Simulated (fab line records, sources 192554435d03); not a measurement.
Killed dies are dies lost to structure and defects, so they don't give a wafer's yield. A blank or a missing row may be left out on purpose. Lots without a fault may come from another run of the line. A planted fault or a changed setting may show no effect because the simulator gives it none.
Chamber matching | flow n5_finfet | N5_MIM_BOT_ETCH_ETCH_04 on rie_diel-06: 4 sister chambers
The step etches SiNx in CF4/O2, target depth 26 nm, time 13 s. 14 wafers are shown with their chamber, then 6 later ones without.

WAFERS WITH THEIR CHAMBER
wafer  | chamber | showerhead_plenum_p_Torr (Torr) | rf_vpp_V (V) | throttle_valve_pct (%)
L707.1 | 0       | 2.27                            | 237          | 16.15
L707.2 | 3       | 2.10                            | 237          | 15.86
L707.5 | 1       | 2.18                            | 250          | 16.37
L710.1 | 3       | 2.09                            | 237          | 15.87
L710.4 | 0       | 2.26                            | 237          | 16.16
L710.5 | 0       | 2.26                            | 237          | 16.18
L712.1 | 3       | 2.09                            | 236          | 15.89
L712.3 | 0       | 2.26                            | 237          | 16.17
L712.6 | 0       | 2.26                            | 237          | 16.19
L714.1 | 0       | 2.26                            | 236          | 16.20
L714.2 | 3       | 2.09                            | 236          | 15.90
L714.6 | 2       | 2.34                            | 240          | 15.90
L715.3 | 2       | 2.34                            | 240          | 15.88
L715.6 | 3       | 2.09                            | 236          | 15.90

SIGNATURES (means of the wafers above)
reading                  | chamber 0 | chamber 1 | chamber 2 | chamber 3 | scatter within a chamber
showerhead_plenum_p_Torr | 2.2617    | 2.1800    | 2.3400    | 2.0920    | 0.00404
rf_vpp_V                 | 236.83    | 250.00    | 240.00    | 236.40    | 0.451
throttle_valve_pct       | 16.1750   | 16.3700   | 15.8900   | 15.8840   | 0.0181
Rule: a wafer's distance from a chamber is the root of the sum, over the readings, of the square of ((its reading less the chamber's mean) divided by the reading's scatter). The wafer belongs to the nearest chamber; if the next one is less than 2 further off, it can't be placed. The scatter: the root of (the sum of the squares of (reading less its chamber's mean) over the shown wafers, divided by (wafers less chambers)).

WAFERS WITHOUT THEIR CHAMBER
wafer  | showerhead_plenum_p_Torr (Torr) | rf_vpp_V (V) | throttle_valve_pct (%)
L719.1 | 2.09                            | 238          | 15.89
L719.4 | 2.17                            | 249          | 15.90
L719.5 | 2.26                            | 237          | 16.23
L726.1 | 2.33                            | 241          | 15.94
L726.3 | 2.16                            | 248          | 15.93
L726.6 | 2.08                            | 236          | 15.93

WHICH CHAMBER EACH WENT THROUGH
wafer  | from the rows above | in truth
L719.1 | 3                   | 3
L719.4 | 1                   | 1
L719.5 | 0                   | 0
L726.1 | 2                   | 2
L726.3 | 1                   | 1
L726.6 | 3                   | 3
Placed correctly: 6 of 6. Can't be placed from these rows: 0. Placed wrongly: 0.
